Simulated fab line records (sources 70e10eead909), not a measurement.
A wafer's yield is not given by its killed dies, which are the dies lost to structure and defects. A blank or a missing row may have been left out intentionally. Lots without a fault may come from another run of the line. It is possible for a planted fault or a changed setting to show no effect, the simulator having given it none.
The tool behind it: which one? | flow nandHarc | 36 wafers from 12 lots sampled at 2 of the route's 1302 steps

WHAT THE GAUGES READ, wafer by wafer
NHARC_A_CONTACT_OVL_MEAS_09.
lot  | measured     | on         | overlayXNm (nm)
L074 | day 23 04:59 | overlay-02 | -1.6 -0.8 -0.7
L076 | day 23 07:17 | overlay-02 | -0.4 -0.2 -0.3
L078 | day 23 19:40 | overlay-01 | -0.8 -0.5 -0.7
L081 | day 25 17:29 | overlay-02 | 0.6 0.4 -0.2
L083 | day 26 05:30 | overlay-01 | 0.5 1.1 0.7
L084 | day 27 06:08 | overlay-01 | -0.8 -0.1 -0.5
L087 | day 28 02:20 | overlay-01 | -0.6 -0.2 -0.7
L088 | day 29 03:46 | overlay-01 | 0.8 0.1 0.4
L093 | day 30 01:11 | overlay-02 | 1.1 1.0 1.0
L092 | day 30 05:53 | overlay-01 | 0.9 0.8 0.5
L095 | day 31 03:23 | overlay-02 | 0.5 0.2 -0.1
L096 | day 32 05:05 | overlay-02 | -1.0 -1.1 -0.8

EACH LOT AND THE TOOL THAT RAN IT (in order: tool; ch and the chambers of the sampled wafers; start)
lot  | NHARC_A_CONTACT_DEP_85
L074 | pecvd-03 ch 0,1,2, day 23 04:15
L076 | pecvd-03 ch 1,2, day 23 06:28
L078 | pecvd-04 ch 0,1, day 23 18:52
L081 | pecvd-03 ch 0,1, day 25 16:41
L083 | pecvd-04 ch 0,1,2, day 26 04:41
L084 | pecvd-03 ch 0,1,2, day 27 05:19
L087 | pecvd-02 ch 0,1,2, day 28 01:43
L088 | pecvd-04 ch 0,1,2, day 29 02:57
L093 | pecvd-04 ch 0,2, day 30 00:23
L092 | pecvd-02 ch 0,2, day 30 05:04
L095 | pecvd-02 ch 0,1,2, day 31 02:40
L096 | pecvd-02 ch 1,2, day 32 04:16
- NHARC_A_CONTACT_DEP_85: deposits SiON, target thk 60 nm.

THE ANSWER, worked out from the rows above alone
Rule: the lots themselves supply what counts as usual. Put in order of their means at a reading, lots are off if they are a third of the lots or fewer, leave a main group of 4 or more, and stand apart from it by a gap of 3 or more times the standard deviation of the main group's means; of several such gaps the widest counts. A main group is skipped when, at the precision printed for the reading in the tables above, its means are all equal. A lot without any number at a reading at which 4 lots or more have one is off too. All remaining lots with rows at the step are treated as sound.
None of the lots is off at any reading shown; this tells nothing.

WHAT THE SIMULATOR PUT IN
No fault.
